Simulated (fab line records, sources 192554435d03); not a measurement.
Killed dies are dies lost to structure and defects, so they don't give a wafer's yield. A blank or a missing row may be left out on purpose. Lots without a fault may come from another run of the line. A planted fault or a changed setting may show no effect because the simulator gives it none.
A struck lot beside a sound one | flow n5_finfet | 15 steps out of a route of 1938
Sound: wafers L769.1, L769.3, L769.5. Struck: wafer L770.4. (L770.1, L770.6 of the same lot were not struck and are left out.) The cause comes at the end.
At each step with rows: each side's tool, then ch and its chambers, then its first start. Under that, the readings that differ: sound wafers | struck wafers | difference of the means | sigmas: that difference in standard deviations of wafers without a fault.
alike: readings whose means differ by less than 2 such deviations, and words and numbers that are the same on both sides. not compared: withheld readings, readings that some wafer has no value for, bounds like >300 that may hide the same value, and numbers for which the record gives no deviation and whose values overlap.
The two part at a step that has a row with sigmas, a row that says differs or no value, or rows on one side only. Numbers that don't overlap but have no deviation are shown without sigmas and don't part them. A reading that every wafer of one side lacks parts them only if that side has two wafers or more.

N5_BEOL_M6_STRIP_80: strips in N2/H2, time 10 s.
  sound on rie_diel-05 ch 1,2,3; struck on rie_diel-03 ch 0
  alike: drypump_motor_current_A, oes_product_au, rf_vpp_V, showerhead_plenum_p_Torr, throttle_valve_pct
  not compared: rf_hours_counter_h
N5_BEOL_M6_OCD_MEAS_38:
  sound on ocd-02, day 10 08:53; struck on ocd-01, day 11 00:31
  alike: trench_depth_nm
then, 4 steps without rows for these wafers: N5_BEOL_M6_HM_STRIP_39 (strips TiN in peroxide tin strip, target depth 25 nm, time 158 s); N5_BEOL_M6_SRD_40 (time 30 s); N5_BEOL_M6_PRECLEAN_42 (cleans in residue remover, time 60 s); N5_BEOL_M6_SRD_43 (time 30 s).
N5_BEOL_M6_CD_MEAS_35: target cd 40 nm, target cd y 28 nm.
  sound on cd_sem-01, day 10 09:02; struck on cd_sem-03, day 11 00:41
  alike: cd_nm
N5_BEOL_M6_CURE_75: cures SiCOH lowk, time 120 s.
  sound on uv_cure-03 ch 2, day 10 09:05; struck on uv_cure-03 ch 2, day 11 00:44
  alike: lamp_power_pct, wafer_temp_C_max
then, 1 step without rows for these wafers: N5_BEOL_M6_DEGAS_44 (time 60 s).
N5_BEOL_M6_PRE_CLEAN_45: time 30 s.
  sound on pvd_sputter-02, day 10 09:41; struck on pvd_sputter-01, day 11 01:07
  reading            | sound       | struck | difference | sigmas
  heater_power_w (W) | 314 354 321 | 285    | -45        | -3
N5_BEOL_M6_ALD_77: deposits TaN, target thk 2 nm, pulse time 2 s, purge time 3 s.
  sound on ald_metal-03 ch 2,3, day 10 09:44; struck on ald_metal-02 ch 3, day 11 01:13
  alike: heater_power_outer_w, heater_power_w
then, 1 step without rows for these wafers: N5_BEOL_M6_SURFACE_TREAT_79.
N5_BEOL_M6_CVD_78: deposits Co from CCTBA/H2, target thk 2 nm, time 142.3 s.
  sound on cvd_co-02 ch 0,1, day 10 10:15; struck on cvd_co-02 ch 0, day 11 01:37
  reading          | sound             | struck | difference | sigmas
  run_length_s (s) | 166.5 166.0 165.6 | 208.8  | +42.8      | +70
N5_BEOL_M6_SPUTTER_48: material Cu, target thk 10 nm, time 1.667 s.
  sound on pvd_sputter-02, day 10 10:47; struck on pvd_sputter-01, day 11 01:48
  alike: throttle_valve_pct
-- the record jumps here: 4 days lie between the struck wafers' starts before and after (it left off in module BEOL_M6 and takes up again in module PASSIVATION, whose first step shown is number 1936 of the route) --
N5_PASSIVATION_PROBE_49:
  sound on prober-01, day 14 00:50; struck on prober-01, day 14 18:37
  alike: defect_limited_yield, killed_at_M0_to_M3, killed_at_M4_up, killed_at_contacts, killed_at_front_end, killed_at_other, killed_dies, killed_open, killed_short, sort_bin_5_function, sort_bin_6_memory, sort_n_pass, sort_yield_pct

WHERE THEY PART
First at N5_BEOL_M6_PRE_CLEAN_45; last, within this record, at N5_BEOL_M6_CVD_78. Later steps at which nothing parts them and some readings are alike: N5_BEOL_M6_SPUTTER_48, N5_PASSIVATION_PROBE_49.

WHY: what the simulator had put in
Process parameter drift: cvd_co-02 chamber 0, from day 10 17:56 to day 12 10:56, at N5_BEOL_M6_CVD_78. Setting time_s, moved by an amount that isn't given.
